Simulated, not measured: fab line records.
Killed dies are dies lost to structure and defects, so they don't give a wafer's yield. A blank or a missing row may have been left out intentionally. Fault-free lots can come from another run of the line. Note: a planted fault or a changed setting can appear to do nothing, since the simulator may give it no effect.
Chamber matching | flow n5-finfet | N5_BEOL_M11_PECVD_70 on pecvd-03: 3 sister chambers
The step deposits SiO2 from TEOS/O2, target thk 20 nm, time 22.7 s. 16 wafers are shown with their chamber, then 8 later ones without.

== WAFERS, EACH WITH ITS CHAMBER ==
wafer  | chamber | throttle-valve-pct (%) | showerhead-plenum-p-Torr (Torr) | showerhead-vpp-V (V)
L076.1 | 2       | 20.7                   | 8.74                            | 1337
L076.4 | 1       | 23.5                   | 8.90                            | 1396
L076.6 | 0       | 22.9                   | 8.76                            | 1309
L077.2 | 0       | 22.9                   | 8.79                            | 1286
L077.3 | 2       | 21.0                   | 8.77                            | 1329
L077.5 | 2       | 21.0                   | 8.76                            | 1334
L081.3 | 0       | 22.7                   | 8.76                            | 1280
L081.5 | 1       | 23.1                   | 8.89                            | 1376
L081.6 | 0       | 22.8                   | 8.75                            | 1297
L078.1 | 0       | 22.5                   | 8.77                            | 1282
L078.2 | 2       | 20.8                   | 8.75                            | 1332
L078.5 | 1       | 23.3                   | 8.87                            | 1409
L082.1 | 0       | 22.6                   | 8.76                            | 1294
L082.2 | 1       | 23.1                   | 8.88                            | 1398
L082.5 | 2       | 20.9                   | 8.75                            | 1334
L090.1 | 0       | 23.0                   | 8.77                            | 1267

SIGNATURES (averages over the wafers above)
reading                  | chamber 0 | chamber 1 | chamber 2 | scatter within a chamber
throttle-valve-pct       | 22.771    | 23.250    | 20.880    | 0.169
showerhead-plenum-p-Torr | 8.7657    | 8.8850    | 8.7540    | 0.0124
showerhead-vpp-V         | 1287.86   | 1394.75   | 1333.20   | 11.5
Rule: distance of a wafer from a chamber = root of the sum over the readings of ((wafer's reading minus chamber's mean) / reading's scatter) squared. If the next closest chamber is less than 2 further off than the closest, the wafer can't be placed; otherwise it belongs to the closest. The scatter is the square root of a quotient: the sum, over the shown wafers, of each reading's squared deviation from its chamber's mean, divided by wafers minus chambers.

== WAFERS MISSING THEIR CHAMBER ==
wafer  | throttle-valve-pct (%) | showerhead-plenum-p-Torr (Torr) | showerhead-vpp-V (V)
L090.3 | 21.0                   | 8.74                            | 1334
L090.4 | 23.3                   | 8.90                            | 1402
L093.2 | 21.1                   | 8.75                            | 1345
L093.5 | 23.0                   | 8.88                            | 1406
L093.6 | 21.1                   | 8.77                            | 1320
L096.1 | 21.5                   | 8.77                            | 1333
L096.2 | 22.9                   | 8.76                            | 1288
L096.5 | 21.3                   | 8.76                            | 1314

== THE CHAMBER EACH PASSED THROUGH ==
wafer  | from the rows above | in truth
L090.3 | 2                   | 2
L090.4 | 1                   | 1
L093.2 | 2                   | 2
L093.5 | 1                   | 1
L093.6 | 2                   | 2
L096.1 | 2                   | 2
L096.2 | 0                   | 0
L096.5 | 2                   | 2
Placed correctly: 8 of 8. Left unplaced by these rows: 0. Placed wrongly: 0.
